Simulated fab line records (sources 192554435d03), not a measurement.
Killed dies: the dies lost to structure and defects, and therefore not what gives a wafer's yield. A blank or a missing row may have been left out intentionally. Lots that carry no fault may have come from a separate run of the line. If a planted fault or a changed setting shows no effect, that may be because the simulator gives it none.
fab line records | flow n5_finfet
record: lots: 24 | wafers: 72 | last_day: 17
route steps=1938 shown BEOL_M2@900 BEOL_M3@932
lots that met no fault: from a run of the same line without faults
start_h: hours from the record's first day to the start of the lot's first wafer shown | wait_h: hours since the lot's step before | " unchanged from the row above | L1.1+2: several wafers, shown together as one row | - no value, or no start given | * or withheld: withheld | < > ~ a bound
route shown NAME@n: names a module that has steps shown in the file, with the first one's number in the route | usual: mean/standard deviation taken from wafers without a fault | same: alike in all rows | chamber/n: place in a boat | sites: readings site by site | _std_site: standard deviation of those values | _edge_site: inner sites' mean taken away from outer sites' mean | radius_mm: how far each site lies from the wafer's centre | mask NAME#n: copy n | behind: the last tool/chamber to shape the wafer | hold: what put the lot on hold/how long, in hours/how the hold closed | device: the n, p or np transistor that did not switch | end of line: tests of these same wafers at the route's end | a step with no rows: only its recipe | killed: the dies lost at the first sort to structure and to defects; this is not the yield of the wafer | map: a wafer's dies, x killed, . not, _ none there
set.NAME: the run value of the setting; set.NAME@STEP: its run value at that earlier step | model.NAME: the simulator's own value behind a step, which no gauge read
a sample of lots followed through the steps of the route, with each step as a table and each wafer as a row
== steps ==
step: N5_BEOL_M2_PRE_CLEAN_45
recipe: gas: H2/He | time_s: 30 | temp_c: 250
usual: heater_power_w: 346/36
lot.wafer | tool           | chamber | start_h | wait_h | heater_power_w
L074.2    | pvd_sputter-03 | -       | 138.83  | 0.0    | 390
L074.3    | "              | -       | "       | "      | 341
L074.4    | "              | -       | "       | "      | 336
L075.4    | pvd_sputter-01 | -       | 142.51  | 0.0    | 327
L075.5    | "              | -       | "       | "      | 398
L075.6    | "              | -       | "       | "      | 302
L076.2    | pvd_sputter-03 | -       | 153.55  | 0.0    | 340
L076.3    | "              | -       | "       | "      | 362
L076.6    | "              | -       | "       | "      | 362
L078.2    | pvd_sputter-01 | -       | 158.72  | 0.0    | 396
L078.3    | "              | -       | "       | "      | 363
L078.4    | "              | -       | "       | "      | 318
L077.3    | pvd_sputter-02 | -       | 161.78  | 0.0    | 324
L077.5    | "              | -       | "       | "      | 325
L077.6    | "              | -       | "       | "      | 293
L079.1    | pvd_sputter-03 | -       | 165.41  | 0.0    | 398
L079.2    | "              | -       | "       | "      | 349
L079.6    | "              | -       | "       | "      | 398
L080.1    | pvd_sputter-03 | -       | 168.09  | 0.0    | 330
L080.3    | "              | -       | "       | "      | 348
L080.4    | "              | -       | "       | "      | 393
L081.1    | pvd_sputter-01 | -       | 180.18  | 0.0    | 360
L081.3    | "              | -       | "       | "      | 403
L081.6    | "              | -       | "       | "      | 395
L082.1    | pvd_sputter-03 | -       | 180.64  | 0.0    | 368
L082.3    | "              | -       | "       | "      | 335
L082.4    | "              | -       | "       | "      | 346
L083.1    | pvd_sputter-02 | -       | 183.63  | 0.0    | 343
L083.4    | "              | -       | "       | "      | 292
L083.5    | "              | -       | "       | "      | 291
L084.2    | pvd_sputter-01 | -       | 193.32  | 0.0    | 311
L084.3    | "              | -       | "       | "      | 403
L084.6    | "              | -       | "       | "      | 298
L085.2    | pvd_sputter-03 | -       | 202.44  | 0.0    | 395
L085.4    | "              | -       | "       | "      | 366
L085.5    | "              | -       | "       | "      | 340
L086.2    | pvd_sputter-01 | -       | 211.31  | 0.0    | 364
L086.3    | "              | -       | "       | "      | 295
L086.6    | "              | -       | "       | "      | 399
L087.3    | pvd_sputter-01 | -       | 214.85  | 0.0    | 321
L087.5    | "              | -       | "       | "      | 359
L087.6    | "              | -       | "       | "      | 324
L088.1    | pvd_sputter-03 | -       | 218.49  | 0.0    | 331
L088.5    | "              | -       | "       | "      | 346
L088.6    | "              | -       | "       | "      | 343
L089.1    | pvd_sputter-01 | -       | 224.14  | 0.0    | 368
L089.2    | "              | -       | "       | "      | 296
L089.3    | "              | -       | "       | "      | 316
L090.1    | pvd_sputter-01 | -       | 232.88  | 0.0    | 393
L090.3    | "              | -       | "       | "      | 312
L090.5    | "              | -       | "       | "      | 317
L091.2    | pvd_sputter-03 | -       | 243.00  | 0.0    | 406
L091.5    | "              | -       | "       | "      | 369
L091.6    | "              | -       | "       | "      | 406
L092.1    | pvd_sputter-03 | -       | 246.00  | 0.0    | 351
L092.2    | "              | -       | "       | "      | 406
L092.4    | "              | -       | "       | "      | 347
L093.2    | pvd_sputter-01 | -       | 248.92  | 0.0    | 313
L093.3    | "              | -       | "       | "      | 392
L093.4    | "              | -       | "       | "      | 361
L094.3    | pvd_sputter-01 | -       | 256.98  | 0.0    | 405
L094.4    | "              | -       | "       | "      | 300
L094.6    | "              | -       | "       | "      | 362
L095.2    | pvd_sputter-02 | -       | 259.76  | 0.0    | 329
L095.5    | "              | -       | "       | "      | 289
L095.6    | "              | -       | "       | "      | 304
L096.4    | pvd_sputter-02 | -       | 266.12  | 0.0    | 297
L096.5    | "              | -       | "       | "      | 331
L096.6    | "              | -       | "       | "      | 354
L097.2    | pvd_sputter-01 | -       | 279.54  | 0.0    | 312
L097.4    | "              | -       | "       | "      | 393
L097.6    | "              | -       | "       | "      | 304
step: N5_BEOL_M2_ANNEAL_49
recipe: temp_c: 400 | time_s: 240 | ambient: vacuum
usual: heater_power_w: 852/91
lot.wafer | tool           | chamber | start_h | wait_h | heater_power_w
L074.2    | pvd_sputter-03 | -       | 139.72  | 0.0    | 911
L074.3    | "              | -       | "       | "      | 853
L074.4    | "              | -       | "       | "      | 981
L075.4    | pvd_sputter-01 | -       | 143.24  | 0.0    | 806
L075.5    | "              | -       | "       | "      | 920
L075.6    | "              | -       | "       | "      | 1002
L076.2    | pvd_sputter-02 | -       | 155.01  | 0.0    | 814
L076.3    | "              | -       | "       | "      | 759
L076.6    | "              | -       | "       | "      | 766
L078.2    | pvd_sputter-01 | -       | 159.48  | 0.0    | 1012
L078.3    | "              | -       | "       | "      | 808
L078.4    | "              | -       | "       | "      | 914
L077.3    | pvd_sputter-01 | -       | 162.51  | 0.0    | 908
L077.5    | "              | -       | "       | "      | 795
L077.6    | "              | -       | "       | "      | 768
L079.1    | pvd_sputter-01 | -       | 166.32  | 0.0    | 996
L079.2    | "              | -       | "       | "      | 803
L079.6    | "              | -       | "       | "      | 1011
L080.1    | pvd_sputter-02 | -       | 168.77  | 0.0    | 714
L080.3    | "              | -       | "       | "      | 772
L080.4    | "              | -       | "       | "      | 771
L081.1    | pvd_sputter-03 | -       | 180.84  | 0.0    | 1004
L081.3    | "              | -       | "       | "      | 863
L081.6    | "              | -       | "       | "      | 851
L082.1    | pvd_sputter-02 | -       | 181.39  | 0.0    | 732
L082.3    | "              | -       | "       | "      | 835
L082.4    | "              | -       | "       | "      | 863
L083.1    | pvd_sputter-03 | -       | 184.56  | 0.0    | 861
L083.4    | "              | -       | "       | "      | 946
L083.5    | "              | -       | "       | "      | 926
L084.2    | pvd_sputter-01 | -       | 194.16  | 0.0    | 991
L084.3    | "              | -       | "       | "      | 898
L084.6    | "              | -       | "       | "      | 756
L085.2    | pvd_sputter-03 | -       | 203.36  | 0.0    | 995
L085.4    | "              | -       | "       | "      | 856
L085.5    | "              | -       | "       | "      | 966
L086.2    | pvd_sputter-01 | -       | 211.99  | 0.0    | 743
L086.3    | "              | -       | "       | "      | 810
L086.6    | "              | -       | "       | "      | 778
L087.3    | pvd_sputter-01 | -       | 215.84  | 0.0    | 792
L087.5    | "              | -       | "       | "      | 982
L087.6    | "              | -       | "       | "      | 749
L088.1    | pvd_sputter-01 | -       | 220.88  | 0.0    | 995
L088.5    | "              | -       | "       | "      | 895
L088.6    | "              | -       | "       | "      | 988
L089.1    | pvd_sputter-01 | -       | 224.80  | 0.0    | 779
L089.2    | "              | -       | "       | "      | 745
L089.3    | "              | -       | "       | "      | 917
L090.1    | pvd_sputter-01 | -       | 233.56  | 0.0    | 930
L090.3    | "              | -       | "       | "      | 748
L090.5    | "              | -       | "       | "      | 1003
L091.2    | pvd_sputter-02 | -       | 243.84  | 0.0    | 802
L091.5    | "              | -       | "       | "      | 738
L091.6    | "              | -       | "       | "      | 755
L092.1    | pvd_sputter-02 | -       | 246.63  | 0.0    | 788
L092.2    | "              | -       | "       | "      | 867
L092.4    | "              | -       | "       | "      | 747
L093.2    | pvd_sputter-01 | -       | 249.62  | 0.0    | 757
L093.3    | "              | -       | "       | "      | 929
L093.4    | "              | -       | "       | "      | 972
L094.3    | pvd_sputter-03 | -       | 257.79  | 0.0    | 984
L094.4    | "              | -       | "       | "      | 854
L094.6    | "              | -       | "       | "      | 847
L095.2    | pvd_sputter-01 | -       | 260.50  | 0.0    | 902
L095.5    | "              | -       | "       | "      | 988
L095.6    | "              | -       | "       | "      | 921
L096.4    | pvd_sputter-02 | -       | 267.12  | 0.0    | 720
L096.5    | "              | -       | "       | "      | 862
L096.6    | "              | -       | "       | "      | 791
L097.2    | pvd_sputter-01 | -       | 280.22  | 0.0    | 998
L097.4    | "              | -       | "       | "      | 761
L097.6    | "              | -       | "       | "      | 754
step: N5_BEOL_M2_ANNEAL_87
recipe: temp_c: 400 | time_s: 240 | ambient: vacuum
usual: heater_power_w: 850/89
lot.wafer | tool           | chamber | start_h | wait_h | heater_power_w
L074.2    | pvd_sputter-03 | -       | 140.38  | 0.0    | 900
L074.3    | "              | -       | "       | "      | 846
L074.4    | "              | -       | "       | "      | 1001
L075.4    | pvd_sputter-01 | -       | 143.96  | 0.0    | 776
L075.5    | "              | -       | "       | "      | 914
L075.6    | "              | -       | "       | "      | 996
L076.2    | pvd_sputter-02 | -       | 155.67  | 0.0    | 799
L076.3    | "              | -       | "       | "      | 777
L076.6    | "              | -       | "       | "      | 757
L078.2    | pvd_sputter-01 | -       | 160.15  | 0.0    | 985
L078.3    | "              | -       | "       | "      | 794
L078.4    | "              | -       | "       | "      | 891
L077.3    | pvd_sputter-01 | -       | 163.17  | 0.0    | 915
L077.5    | "              | -       | "       | "      | 791
L077.6    | "              | -       | "       | "      | 766
L079.1    | pvd_sputter-01 | -       | 166.98  | 0.0    | 977
L079.2    | "              | -       | "       | "      | 791
L079.6    | "              | -       | "       | "      | 998
L080.1    | pvd_sputter-02 | -       | 169.43  | 0.0    | 719
L080.3    | "              | -       | "       | "      | 768
L080.4    | "              | -       | "       | "      | 762
L081.1    | pvd_sputter-03 | -       | 181.50  | 0.0    | 981
L081.3    | "              | -       | "       | "      | 861
L081.6    | "              | -       | "       | "      | 867
L082.1    | pvd_sputter-02 | -       | 182.05  | 0.0    | 736
L082.3    | "              | -       | "       | "      | 792
L082.4    | "              | -       | "       | "      | 847
L083.1    | pvd_sputter-03 | -       | 185.22  | 0.0    | 830
L083.4    | "              | -       | "       | "      | 987
L083.5    | "              | -       | "       | "      | 896
L084.2    | pvd_sputter-01 | -       | 194.82  | 0.0    | 981
L084.3    | "              | -       | "       | "      | 893
L084.6    | "              | -       | "       | "      | 748
L085.2    | pvd_sputter-03 | -       | 204.02  | 0.0    | 977
L085.4    | "              | -       | "       | "      | 840
L085.5    | "              | -       | "       | "      | 990
L086.2    | pvd_sputter-01 | -       | 212.65  | 0.0    | 759
L086.3    | "              | -       | "       | "      | 775
L086.6    | "              | -       | "       | "      | 790
L087.3    | pvd_sputter-01 | -       | 216.50  | 0.0    | 813
L087.5    | "              | -       | "       | "      | 1002
L087.6    | "              | -       | "       | "      | 775
L088.1    | pvd_sputter-01 | -       | 221.54  | 0.0    | 979
L088.5    | "              | -       | "       | "      | 917
L088.6    | "              | -       | "       | "      | 977
L089.1    | pvd_sputter-01 | -       | 225.46  | 0.0    | 781
L089.2    | "              | -       | "       | "      | 743
L089.3    | "              | -       | "       | "      | 911
L090.1    | pvd_sputter-01 | -       | 234.22  | 0.0    | 918
L090.3    | "              | -       | "       | "      | 779
L090.5    | "              | -       | "       | "      | 959
L091.2    | pvd_sputter-02 | -       | 244.50  | 0.0    | 817
L091.5    | "              | -       | "       | "      | 739
L091.6    | "              | -       | "       | "      | 758
L092.1    | pvd_sputter-02 | -       | 247.29  | 0.0    | 768
L092.2    | "              | -       | "       | "      | 867
L092.4    | "              | -       | "       | "      | 757
L093.2    | pvd_sputter-01 | -       | 250.28  | 0.0    | 721
L093.3    | "              | -       | "       | "      | 920
L093.4    | "              | -       | "       | "      | 992
L094.3    | pvd_sputter-03 | -       | 258.45  | 0.0    | 994
L094.4    | "              | -       | "       | "      | 856
L094.6    | "              | -       | "       | "      | 844
L095.2    | pvd_sputter-01 | -       | 261.16  | 0.0    | 927
L095.5    | "              | -       | "       | "      | 991
L095.6    | "              | -       | "       | "      | 893
L096.4    | pvd_sputter-02 | -       | 267.78  | 0.0    | 721
L096.5    | "              | -       | "       | "      | 874
L096.6    | "              | -       | "       | "      | 824
L097.2    | pvd_sputter-01 | -       | 280.88  | 0.0    | 1013
L097.4    | "              | -       | "       | "      | 740
L097.6    | "              | -       | "       | "      | 786
step: N5_BEOL_M2_ANNEAL_89
recipe: temp_c: 400 | time_s: 240 | ambient: vacuum
usual: heater_power_w: 849/88
lot.wafer | tool           | chamber | start_h | wait_h | heater_power_w
L074.2    | pvd_sputter-03 | -       | 140.60  | 0.0    | 929
L074.3    | "              | -       | "       | "      | 839
L074.4    | "              | -       | "       | "      | 998
L075.4    | pvd_sputter-01 | -       | 144.20  | 0.0    | 774
L075.5    | "              | -       | "       | "      | 892
L075.6    | "              | -       | "       | "      | 975
L076.2    | pvd_sputter-02 | -       | 155.89  | 0.0    | 818
L076.3    | "              | -       | "       | "      | 787
L076.6    | "              | -       | "       | "      | 782
L078.2    | pvd_sputter-01 | -       | 160.37  | 0.0    | 970
L078.3    | "              | -       | "       | "      | 795
L078.4    | "              | -       | "       | "      | 884
L077.3    | pvd_sputter-01 | -       | 163.39  | 0.0    | 915
L077.5    | "              | -       | "       | "      | 810
L077.6    | "              | -       | "       | "      | 743
L079.1    | pvd_sputter-01 | -       | 167.20  | 0.0    | 981
L079.2    | "              | -       | "       | "      | 796
L079.6    | "              | -       | "       | "      | 967
L080.1    | pvd_sputter-02 | -       | 169.65  | 0.0    | 722
L080.3    | "              | -       | "       | "      | 766
L080.4    | "              | -       | "       | "      | 765
L081.1    | pvd_sputter-03 | -       | 181.72  | 0.0    | 967
L081.3    | "              | -       | "       | "      | 863
L081.6    | "              | -       | "       | "      | 848
L082.1    | pvd_sputter-02 | -       | 182.27  | 0.0    | 736
L082.3    | "              | -       | "       | "      | 792
L082.4    | "              | -       | "       | "      | 860
L083.1    | pvd_sputter-03 | -       | 185.44  | 0.0    | 841
L083.4    | "              | -       | "       | "      | 978
L083.5    | "              | -       | "       | "      | 936
L084.2    | pvd_sputter-01 | -       | 195.04  | 0.0    | 979
L084.3    | "              | -       | "       | "      | 928
L084.6    | "              | -       | "       | "      | 753
L085.2    | pvd_sputter-03 | -       | 204.24  | 0.0    | 990
L085.4    | "              | -       | "       | "      | 845
L085.5    | "              | -       | "       | "      | 977
L086.2    | pvd_sputter-01 | -       | 212.87  | 0.0    | 767
L086.3    | "              | -       | "       | "      | 776
L086.6    | "              | -       | "       | "      | 797
L087.3    | pvd_sputter-01 | -       | 216.72  | 0.0    | 798
L087.5    | "              | -       | "       | "      | 993
L087.6    | "              | -       | "       | "      | 769
L088.1    | pvd_sputter-01 | -       | 221.76  | 0.0    | 988
L088.5    | "              | -       | "       | "      | 899
L088.6    | "              | -       | "       | "      | 992
L089.1    | pvd_sputter-01 | -       | 225.68  | 0.0    | 780
L089.2    | "              | -       | "       | "      | 742
L089.3    | "              | -       | "       | "      | 908
L090.1    | pvd_sputter-01 | -       | 234.44  | 0.0    | 895
L090.3    | "              | -       | "       | "      | 753
L090.5    | "              | -       | "       | "      | 980
L091.2    | pvd_sputter-02 | -       | 244.72  | 0.0    | 811
L091.5    | "              | -       | "       | "      | 716
L091.6    | "              | -       | "       | "      | 782
L092.1    | pvd_sputter-02 | -       | 247.51  | 0.0    | 763
L092.2    | "              | -       | "       | "      | 870
L092.4    | "              | -       | "       | "      | 733
L093.2    | pvd_sputter-01 | -       | 250.50  | 0.0    | 742
L093.3    | "              | -       | "       | "      | 913
L093.4    | "              | -       | "       | "      | 985
L094.3    | pvd_sputter-03 | -       | 258.67  | 0.0    | 999
L094.4    | "              | -       | "       | "      | 863
L094.6    | "              | -       | "       | "      | 856
L095.2    | pvd_sputter-01 | -       | 261.38  | 0.0    | 896
L095.5    | "              | -       | "       | "      | 994
L095.6    | "              | -       | "       | "      | 909
L096.4    | pvd_sputter-02 | -       | 268.00  | 0.0    | 730
L096.5    | "              | -       | "       | "      | 871
L096.6    | "              | -       | "       | "      | 807
L097.2    | pvd_sputter-01 | -       | 281.10  | 0.0    | 977
L097.4    | "              | -       | "       | "      | 757
L097.6    | "              | -       | "       | "      | 796
step: N5_BEOL_M2_ANNEAL_93
recipe: temp_c: 400 | time_s: 240 | ambient: vacuum
usual: heater_power_w: 853/90
lot.wafer | tool           | chamber | start_h | wait_h | heater_power_w
L074.2    | pvd_sputter-03 | -       | 141.04  | 0.0    | 926
L074.3    | "              | -       | "       | "      | 859
L074.4    | "              | -       | "       | "      | 1003
L075.4    | pvd_sputter-01 | -       | 144.67  | 0.0    | 789
L075.5    | "              | -       | "       | "      | 912
L075.6    | "              | -       | "       | "      | 994
L076.2    | pvd_sputter-02 | -       | 156.33  | 0.0    | 785
L076.3    | "              | -       | "       | "      | 777
L076.6    | "              | -       | "       | "      | 752
L078.2    | pvd_sputter-01 | -       | 160.81  | 0.0    | 987
L078.3    | "              | -       | "       | "      | 783
L078.4    | "              | -       | "       | "      | 926
L077.3    | pvd_sputter-01 | -       | 163.83  | 0.0    | 912
L077.5    | "              | -       | "       | "      | 814
L077.6    | "              | -       | "       | "      | 740
L079.1    | pvd_sputter-01 | -       | 167.64  | 0.0    | 983
L079.2    | "              | -       | "       | "      | 778
L079.6    | "              | -       | "       | "      | 998
L080.1    | pvd_sputter-02 | -       | 170.09  | 0.0    | 754
L080.3    | "              | -       | "       | "      | 766
L080.4    | "              | -       | "       | "      | 777
L081.1    | pvd_sputter-03 | -       | 182.16  | 0.0    | 1013
L081.3    | "              | -       | "       | "      | 862
L081.6    | "              | -       | "       | "      | 851
L082.1    | pvd_sputter-02 | -       | 182.71  | 0.0    | 737
L082.3    | "              | -       | "       | "      | 808
L082.4    | "              | -       | "       | "      | 879
L083.1    | pvd_sputter-03 | -       | 185.88  | 0.0    | 838
L083.4    | "              | -       | "       | "      | 982
L083.5    | "              | -       | "       | "      | 898
L084.2    | pvd_sputter-01 | -       | 195.48  | 0.0    | 998
L084.3    | "              | -       | "       | "      | 906
L084.6    | "              | -       | "       | "      | 747
L085.2    | pvd_sputter-03 | -       | 204.68  | 0.0    | 998
L085.4    | "              | -       | "       | "      | 839
L085.5    | "              | -       | "       | "      | 1005
L086.2    | pvd_sputter-01 | -       | 213.31  | 0.0    | 745
L086.3    | "              | -       | "       | "      | 779
L086.6    | "              | -       | "       | "      | 820
L087.3    | pvd_sputter-01 | -       | 217.16  | 0.0    | 781
L087.5    | "              | -       | "       | "      | 984
L087.6    | "              | -       | "       | "      | 737
L088.1    | pvd_sputter-01 | -       | 222.20  | 0.0    | 988
L088.5    | "              | -       | "       | "      | 905
L088.6    | "              | -       | "       | "      | 1000
L089.1    | pvd_sputter-01 | -       | 226.12  | 0.0    | 797
L089.2    | "              | -       | "       | "      | 755
L089.3    | "              | -       | "       | "      | 903
L090.1    | pvd_sputter-01 | -       | 234.88  | 0.0    | 896
L090.3    | "              | -       | "       | "      | 770
L090.5    | "              | -       | "       | "      | 1025
L091.2    | pvd_sputter-02 | -       | 245.16  | 0.0    | 815
L091.5    | "              | -       | "       | "      | 733
L091.6    | "              | -       | "       | "      | 725
L092.1    | pvd_sputter-02 | -       | 247.95  | 0.0    | 758
L092.2    | "              | -       | "       | "      | 866
L092.4    | "              | -       | "       | "      | 735
L093.2    | pvd_sputter-01 | -       | 250.94  | 0.0    | 752
L093.3    | "              | -       | "       | "      | 906
L093.4    | "              | -       | "       | "      | 1010
L094.3    | pvd_sputter-03 | -       | 259.11  | 0.0    | 1000
L094.4    | "              | -       | "       | "      | 848
L094.6    | "              | -       | "       | "      | 864
L095.2    | pvd_sputter-01 | -       | 261.82  | 0.0    | 926
L095.5    | "              | -       | "       | "      | 992
L095.6    | "              | -       | "       | "      | 940
L096.4    | pvd_sputter-02 | -       | 268.44  | 0.0    | 749
L096.5    | "              | -       | "       | "      | 862
L096.6    | "              | -       | "       | "      | 831
L097.2    | pvd_sputter-01 | -       | 281.54  | 0.0    | 973
L097.4    | "              | -       | "       | "      | 753
L097.6    | "              | -       | "       | "      | 790
step: N5_BEOL_M3_THK_MEAS_01
recipe: reads: SiOC_of_BEOL_M3_ILD_DEP_00
usual: M3_ILD_THK: 78.7/1.2
lot.wafer | tool          | chamber | start_h | wait_h | M3_ILD_THK[nm]
L074.2    | film_metro-02 | -       | 142.60  | 0.1    | 78.5
L074.3    | "             | -       | "       | "      | 78.3
L074.4    | "             | -       | "       | "      | 78.0
L075.4    | film_metro-02 | -       | 146.28  | 0.0    | 80.7
L075.5    | "             | -       | "       | "      | 82.1
L075.6    | "             | -       | "       | "      | 79.4
L076.2    | film_metro-02 | -       | 157.98  | 0.1    | 79.2
L076.3    | "             | -       | "       | "      | 79.9
L076.6    | "             | -       | "       | "      | 81.0
L078.2    | film_metro-01 | -       | 162.76  | 0.1    | 77.1
L078.3    | "             | -       | "       | "      | 77.2
L078.4    | "             | -       | "       | "      | 78.2
L077.3    | film_metro-02 | -       | 165.38  | 0.1    | 78.8
L077.5    | "             | -       | "       | "      | 80.7
L077.6    | "             | -       | "       | "      | 79.8
L079.1    | film_metro-01 | -       | 169.24  | 0.0    | 77.6
L079.2    | "             | -       | "       | "      | 78.8
L079.6    | "             | -       | "       | "      | 79.8
L080.1    | film_metro-02 | -       | 171.68  | 0.0    | 77.9
L080.3    | "             | -       | "       | "      | 78.5
L080.4    | "             | -       | "       | "      | 78.2
L081.1    | film_metro-01 | -       | 183.71  | 0.0    | 78.7
L081.3    | "             | -       | "       | "      | 79.9
L081.6    | "             | -       | "       | "      | 80.0
L082.1    | film_metro-01 | -       | 184.41  | 0.0    | 77.8
L082.3    | "             | -       | "       | "      | 78.6
L082.4    | "             | -       | "       | "      | 78.6
L083.1    | film_metro-01 | -       | 187.43  | 0.0    | 77.4
L083.4    | "             | -       | "       | "      | 79.5
L083.5    | "             | -       | "       | "      | 80.5
L084.2    | film_metro-02 | -       | 197.03  | 0.1    | 80.5
L084.3    | "             | -       | "       | "      | 78.7
L084.6    | "             | -       | "       | "      | 79.5
L085.2    | film_metro-02 | -       | 206.21  | 0.1    | 77.8
L085.4    | "             | -       | "       | "      | 79.4
L085.5    | "             | -       | "       | "      | 78.2
L086.2    | film_metro-01 | -       | 214.87  | 0.1    | 77.3
L086.3    | "             | -       | "       | "      | 78.6
L086.6    | "             | -       | "       | "      | 77.6
L087.3    | film_metro-02 | -       | 218.73  | 0.1    | 77.3
L087.5    | "             | -       | "       | "      | 77.7
L087.6    | "             | -       | "       | "      | 79.8
L088.1    | film_metro-02 | -       | 223.74  | 0.0    | 77.4
L088.5    | "             | -       | "       | "      | 78.6
L088.6    | "             | -       | "       | "      | 78.5
L089.1    | film_metro-01 | -       | 227.81  | 0.0    | 79.4
L089.2    | "             | -       | "       | "      | 77.9
L089.3    | "             | -       | "       | "      | 78.2
L090.1    | film_metro-01 | -       | 236.44  | 0.1    | 78.2
L090.3    | "             | -       | "       | "      | 81.0
L090.5    | "             | -       | "       | "      | 80.2
L091.2    | film_metro-02 | -       | 246.71  | 0.1    | 77.8
L091.5    | "             | -       | "       | "      | 79.8
L091.6    | "             | -       | "       | "      | 79.6
L092.1    | film_metro-01 | -       | 249.49  | 0.0    | 77.4
L092.2    | "             | -       | "       | "      | 78.7
L092.4    | "             | -       | "       | "      | 78.6
L093.2    | film_metro-02 | -       | 252.76  | 0.1    | 76.7
L093.3    | "             | -       | "       | "      | 77.7
L093.4    | "             | -       | "       | "      | 79.0
L094.3    | film_metro-02 | -       | 260.72  | 0.1    | 77.5
L094.4    | "             | -       | "       | "      | 78.4
L094.6    | "             | -       | "       | "      | 77.4
L095.2    | film_metro-01 | -       | 263.37  | 0.1    | 76.4
L095.5    | "             | -       | "       | "      | 78.6
L095.6    | "             | -       | "       | "      | 78.9
L096.4    | film_metro-01 | -       | 269.98  | 0.0    | 79.4
L096.5    | "             | -       | "       | "      | 80.3
L096.6    | "             | -       | "       | "      | 79.4
L097.2    | film_metro-01 | -       | 283.11  | 0.1    | 78.8
L097.4    | "             | -       | "       | "      | 80.1
L097.6    | "             | -       | "       | "      | 78.8
== key ==
fault none
